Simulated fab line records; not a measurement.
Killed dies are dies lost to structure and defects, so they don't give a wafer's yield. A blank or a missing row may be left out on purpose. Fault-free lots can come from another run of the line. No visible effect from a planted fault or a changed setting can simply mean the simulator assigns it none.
Lot-split experiment || flow n5Finfet || 21 wafers read from 7 lots, route of 1938 steps

ON THE SPLIT
At N5_BEOL_M6_PECVD_70 (deposits SiO2 from TEOS/O2, target thk 20 nm, time 22.7 s), the setting tempC was moved away from the recipe's 400 C on 5 of the 21 wafers read, by -1.3% to +3.8%. All remaining wafers had this setting at the recipe value.

FROM THE SPLIT TO THE READING: what the file shows between them, 9 steps
- N5_BEOL_M6_HM_DEP_02: deposits TiN, target thk 20 nm (also split here: targetThkA)
- N5_BEOL_M6_COAT_59: time 60 s, resist thk 100 nm
- N5_BEOL_M6_COAT_60: time 60 s, resist thk 35 nm
- N5_BEOL_M6_STRIP_68: strips in N2/H2
- N5_BEOL_M6_STRIP_67: strips in CF4
- N5_BEOL_M6_HM_OPEN_17: chemistry Cl2/BCl3, target TiN, target depth 20 nm, overetch 6 nm
- N5_BEOL_M6_TRENCH_ETCH_37: etches SiCOH lowk in C4F6/O2, target depth 94.435 nm, time 31.5 s (also split here: biasW)
- N5_BEOL_M6_ETCH_41: etches SiCN in CH3F/O2, target depth 29.7 nm, time 52 s
- N5_BEOL_M6_STRIP_80: strips in N2/H2, time 10 s

THE READING
SiO2_of_BEOL_M6_PECVD_70.thkNm (the simulator's own value, which no gauge read), in nm, at N5_BEOL_M6_HM_STRIP_39 (strips TiN in peroxide tin strip, target depth 25 nm, time 158 s). The file gives no usual value for it. Across the 16 wafers here that went through the recipe, the average is 19.7 nm and the standard deviation 0.23 nm.

{"wafer": "L074.2", "tool, chamber at the split": "pecvd-04, 2", "tempC as run, C": 400, "against the recipe": "recipe", "SiO2_of_BEOL_M6_PECVD_70.thkNm, nm": 19.8, "against lot-mates on the recipe": "-"}
{"wafer": "L074.4", "tool, chamber at the split": "pecvd-04, 1,0", "tempC as run, C": 400, "against the recipe": "recipe", "SiO2_of_BEOL_M6_PECVD_70.thkNm, nm": 20.2, "against lot-mates on the recipe": "-"}
{"wafer": "L074.6", "tool, chamber at the split": "pecvd-04, 1,0", "tempC as run, C": 400, "against the recipe": "recipe", "SiO2_of_BEOL_M6_PECVD_70.thkNm, nm": 20, "against lot-mates on the recipe": "-"}
{"wafer": "L077.1", "tool, chamber at the split": "pecvd-03, 2", "tempC as run, C": 394.7, "against the recipe": "-1.3%", "SiO2_of_BEOL_M6_PECVD_70.thkNm, nm": 20.2, "against lot-mates on the recipe": "+0.4"}
{"wafer": "L077.4", "tool, chamber at the split": "pecvd-03, 0", "tempC as run, C": 400, "against the recipe": "recipe", "SiO2_of_BEOL_M6_PECVD_70.thkNm, nm": 19.8, "against lot-mates on the recipe": "-"}
{"wafer": "L077.6", "tool, chamber at the split": "pecvd-03, 2", "tempC as run, C": 394.7, "against the recipe": "-1.3%", "SiO2_of_BEOL_M6_PECVD_70.thkNm, nm": 20.6, "against lot-mates on the recipe": "+0.8"}
{"wafer": "L078.1", "tool, chamber at the split": "pecvd-02, 1", "tempC as run, C": 400, "against the recipe": "recipe", "SiO2_of_BEOL_M6_PECVD_70.thkNm, nm": 19.4, "against lot-mates on the recipe": "-"}
{"wafer": "L078.2", "tool, chamber at the split": "pecvd-02, 0", "tempC as run, C": 400, "against the recipe": "recipe", "SiO2_of_BEOL_M6_PECVD_70.thkNm, nm": 19.6, "against lot-mates on the recipe": "-"}
{"wafer": "L078.4", "tool, chamber at the split": "pecvd-02, 0", "tempC as run, C": 400, "against the recipe": "recipe", "SiO2_of_BEOL_M6_PECVD_70.thkNm, nm": 20, "against lot-mates on the recipe": "-"}
{"wafer": "L082.1", "tool, chamber at the split": "pecvd-04, 0", "tempC as run, C": 400, "against the recipe": "recipe", "SiO2_of_BEOL_M6_PECVD_70.thkNm, nm": 19.6, "against lot-mates on the recipe": "-"}
{"wafer": "L082.2", "tool, chamber at the split": "pecvd-04, 2", "tempC as run, C": 395.3, "against the recipe": "-1.2%", "SiO2_of_BEOL_M6_PECVD_70.thkNm, nm": 20.4, "against lot-mates on the recipe": "+0.8"}
{"wafer": "L082.3", "tool, chamber at the split": "pecvd-04, 1", "tempC as run, C": 395.3, "against the recipe": "-1.2%", "SiO2_of_BEOL_M6_PECVD_70.thkNm, nm": 20.6, "against lot-mates on the recipe": "+1.0"}
{"wafer": "L083.2", "tool, chamber at the split": "pecvd-02, 0", "tempC as run, C": 400, "against the recipe": "recipe", "SiO2_of_BEOL_M6_PECVD_70.thkNm, nm": 19.4, "against lot-mates on the recipe": "-"}
{"wafer": "L083.5", "tool, chamber at the split": "pecvd-02, 0", "tempC as run, C": 400, "against the recipe": "recipe", "SiO2_of_BEOL_M6_PECVD_70.thkNm, nm": 19.6, "against lot-mates on the recipe": "-"}
{"wafer": "L083.6", "tool, chamber at the split": "pecvd-02, 1", "tempC as run, C": 400, "against the recipe": "recipe", "SiO2_of_BEOL_M6_PECVD_70.thkNm, nm": 19.6, "against lot-mates on the recipe": "-"}
{"wafer": "L087.1", "tool, chamber at the split": "pecvd-02, 2", "tempC as run, C": 400, "against the recipe": "recipe", "SiO2_of_BEOL_M6_PECVD_70.thkNm, nm": 19.4, "against lot-mates on the recipe": "-"}
{"wafer": "L087.2", "tool, chamber at the split": "pecvd-02, 0", "tempC as run, C": 400, "against the recipe": "recipe", "SiO2_of_BEOL_M6_PECVD_70.thkNm, nm": 19.6, "against lot-mates on the recipe": "-"}
{"wafer": "L087.4", "tool, chamber at the split": "pecvd-02, 1", "tempC as run, C": 415, "against the recipe": "+3.8%", "SiO2_of_BEOL_M6_PECVD_70.thkNm, nm": 17.8, "against lot-mates on the recipe": -1.7}
{"wafer": "L093.1", "tool, chamber at the split": "pecvd-04, 1,2", "tempC as run, C": 400, "against the recipe": "recipe", "SiO2_of_BEOL_M6_PECVD_70.thkNm, nm": 19.6, "against lot-mates on the recipe": "-"}
{"wafer": "L093.5", "tool, chamber at the split": "pecvd-04, 2", "tempC as run, C": 400, "against the recipe": "recipe", "SiO2_of_BEOL_M6_PECVD_70.thkNm, nm": 19.6, "against lot-mates on the recipe": "-"}
{"wafer": "L093.3", "tool, chamber at the split": "pecvd-04, 1,2", "tempC as run, C": 400, "against the recipe": "recipe", "SiO2_of_BEOL_M6_PECVD_70.thkNm, nm": 19.4, "against lot-mates on the recipe": "-"}
Where a row lists several chambers, the file gives one row for several wafers and doesn't say which wafer went through which chamber.

THE FIT
A straight line over all 21 wafers: SiO2_of_BEOL_M6_PECVD_70.thkNm changes by -0.535 nm for each +1% of tempC; r = -0.92; the points scatter about the line by 0.23 nm.
The same after taking each lot's own level away (the mean of its wafers on the recipe; 21 wafers): -0.494 nm for each +1%; r = -0.94; scatter 0.19 nm.
That fit puts the effect of the largest move of tempC on the reading at 1.9 nm.
The span of the lots' own levels, 19.50 to 20.00 nm, comes to 2.2 times the standard deviation stated above.
Consequently the slope shifts little with the lot-to-lot level, the two slopes agreeing.
Check: with one of the wafers moved furthest among these (+3.8%) left out of the fit, the line predicts -2.2 nm for it against its lot-mates. Against them it came out at -1.7 nm.

OTHER SPLITS APPLIED TO THESE WAFERS
Other splits were also applied to these wafers ahead of the reading. Each is held against what the fit with the lots' levels taken away leaves over:
{"other split on the same wafers": "N5_BEOL_M4_COAT_73 tempC", "wafers away from the commonest value": 7, "r with SiO2_of_BEOL_M6_PECVD_70.thkNm (lot level and that fit taken away)": "+0.27"}
{"other split on the same wafers": "N5_BEOL_M5_COAT_05 spinRpm", "wafers away from the commonest value": 6, "r with SiO2_of_BEOL_M6_PECVD_70.thkNm (lot level and that fit taken away)": -0.01}
{"other split on the same wafers": "N5_BEOL_M6_HM_DEP_02 targetThkA", "wafers away from the commonest value": 5, "r with SiO2_of_BEOL_M6_PECVD_70.thkNm (lot level and that fit taken away)": -0.18}
{"other split on the same wafers": "N5_BEOL_M6_TRENCH_ETCH_37 biasW", "wafers away from the commonest value": 6, "r with SiO2_of_BEOL_M6_PECVD_70.thkNm (lot level and that fit taken away)": "+0.07"}

THE WHOLE CHAIN: every reading that the file lists as answering this split, in the file's order
{"step": "N5_BEOL_M6_PECVD_70", "what it does": "deposits SiO2 from TEOS/O2, target thk 20 nm, time 22.7 s", "reading": "SiO2_of_BEOL_M6_PECVD_70.thkNm (the simulator's own value, which no gauge read)", "change (the file's fit)": "-0.463 nm for each +1% of the setting", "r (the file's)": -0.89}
{"step": "N5_BEOL_M6_HM_STRIP_39", "what it does": "strips TiN in peroxide tin strip, target depth 25 nm, time 158 s", "reading": "SiO2_of_BEOL_M6_PECVD_70.thkNm (the simulator's own value, which no gauge read)", "change (the file's fit)": "-0.478 nm for each +1% of the setting", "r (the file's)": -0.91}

THE FILE'S OWN FIT
SiO2_of_BEOL_M6_PECVD_70.thkNm changes by -0.478 nm for each +1% of tempC, r = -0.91.
